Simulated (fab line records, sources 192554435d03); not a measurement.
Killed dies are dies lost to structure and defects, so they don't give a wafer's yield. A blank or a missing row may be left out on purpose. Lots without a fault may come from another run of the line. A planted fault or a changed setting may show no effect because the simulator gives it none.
A struck lot beside a sound one | flow n5_finfet | 15 steps out of a route of 1938
Sound: wafers L718.1, L718.3, L718.4. Struck: wafers L729.4, L729.5, L729.6. The cause comes at the end.
At each step with rows: each side's tool, then ch and its chambers, then its first start. Under that, the readings that differ: sound wafers | struck wafers | difference of the means | sigmas: that difference in standard deviations of wafers without a fault.
alike: readings whose means differ by less than 2 such deviations, and words and numbers that are the same on both sides. not compared: withheld readings, readings that some wafer has no value for, bounds like >300 that may hide the same value, and numbers for which the record gives no deviation and whose values overlap.
The two part at a step that has a row with sigmas, a row that says differs or no value, or rows on one side only. Numbers that don't overlap but have no deviation are shown without sigmas and don't part them. A reading that every wafer of one side lacks parts them only if that side has two wafers or more.

N5_BEOL_M0_SAQP_INSPECT_16: inspects for defects (brightfield).
  sound on defect_inspect-02, day 6 06:08; struck on defect_inspect-01, day 9 00:06
  alike: raw_defect_count
N5_BEOL_M0_SAQP_DESCUM_19: chemistry O2, time 7.9 s.
  sound on rie_diel-03 ch 0,1,2, day 6 06:10; struck on rie_diel-01 ch 0,3, day 9 00:08
  alike: drypump_motor_current_A, oes_product_au, rf_vpp_V, showerhead_plenum_p_Torr, throttle_valve_pct
  not compared: rf_hours_counter_h
N5_BEOL_M0_SAQP_ETCH_83: etches SiARC in CF4, target depth 39 nm, time 65 s.
  sound on rie_diel-03 ch 0,1,2, day 6 06:12; struck on rie_diel-01 ch 0,3, day 9 00:10
  alike: drypump_motor_current_A, etch_rf_on_time_s, oes_product_au, rf_vpp_V, showerhead_plenum_p_Torr, throttle_valve_pct
  not compared: rf_hours_counter_h
then, 4 steps without rows for these wafers: N5_BEOL_M0_SAQP_ETCH_84 (etches SOC in N2/H2, target depth 100 nm, overetch 20 nm, time 150 s); N5_BEOL_M0_SAQP_STRIP_80 (strips in N2/H2); N5_BEOL_M0_SAQP_HM_OPEN_112 (chemistry CHF3/O2, target SiO2, stops on a-Si, target depth 12 nm, time 13.5 s); N5_BEOL_M0_SAQP_STRIP_113 (strips in CHF3/O2).
N5_BEOL_M0_SAQP_MANDREL_ETCH_20: etches a-Si in HBr/Cl2, stops on SiNx, target depth 60 nm, bt time 10 s, time 30 s.
  sound on rie_si-04 ch 1,2,3, day 6 06:26; struck on rie_si-05 ch 0,1,2, day 9 00:24
  alike: drypump_motor_current_A, oes_product_au, throttle_valve_pct
  not compared: rf_hours_counter_h
then, 3 steps without rows for these wafers: N5_BEOL_M0_SAQP_STRIP_86 (strips in N2/H2); N5_BEOL_M0_SAQP_STRIP_115 (strips in post etch residue remover, time 60 s); N5_BEOL_M0_SAQP_SRD_93 (time 30 s).
N5_BEOL_M0_SAQP_RECESS_114: chemistry HF/NH3, target SiO2, target depth 14.4 nm, afs cycles 3, sublimation time 60 s.
  sound on vapor_etch-02 ch 0,1, day 6 06:42; struck on vapor_etch-01 ch 0,1, day 9 00:53
  alike: drypump_motor_current_A, foreline_p_Torr
N5_BEOL_M0_SAQP_SPACER1_ALD_98: deposits SiO2, target thk 12.8 nm, pulse time 1 s, purge time 2 s.
  sound on ald_sin-02 ch 0,1,2, day 6 07:05; struck on ald_sin-01 ch 0,2,3, day 9 01:09
  reading              | sound                | struck               | difference | sigmas
  susceptor_temp_C (C) | 299.63 299.85 300.27 | 304.23 304.29 304.15 | +4.31      | +23
  alike: chamber_pressure_Torr, heater_power_w, precursor_pulse_height_rel
N5_BEOL_M0_SAQP_SPACER1_ETCHBACK_99: etches SiO2 in CHF3/O2, target depth 15.4 nm, time 7.7 s.
  sound on rie_diel-03 ch 1,2,3, day 6 07:34; struck on rie_diel-01 ch 0,1,3, day 9 01:37
  alike: O2_flow_sccm, drypump_motor_current_A, oes_product_au, rf_vpp_V, showerhead_plenum_p_Torr, throttle_valve_pct
  not compared: rf_hours_counter_h
-- the record jumps here: 3 days lie between the struck wafers' starts before and after (it left off in module BEOL_M0_SAQP and takes up again in module BEOL_M4, whose first step shown is number 1111 of the route) --
N5_BEOL_M4_RC_MEAS_101:
  sound on prober-02 ch 0, day 8 13:04; struck on prober-01 ch 0, day 12 05:18
  alike: DIBL_N, DIBL_P, IOFF_N, IOFF_P, ION_N, ION_P, SS_N, SS_P, VT_N, VT_P

WHERE THEY PART
Only at N5_BEOL_M0_SAQP_SPACER1_ALD_98, within this record. Later steps at which nothing parts them and some readings are alike: N5_BEOL_M0_SAQP_SPACER1_ETCHBACK_99, N5_BEOL_M4_RC_MEAS_101.

WHY: what the simulator had put in
Process parameter drift: ald_sin-01, from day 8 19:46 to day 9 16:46, at N5_BEOL_M0_SAQP_SPACER1_ALD_98. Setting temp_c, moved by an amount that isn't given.
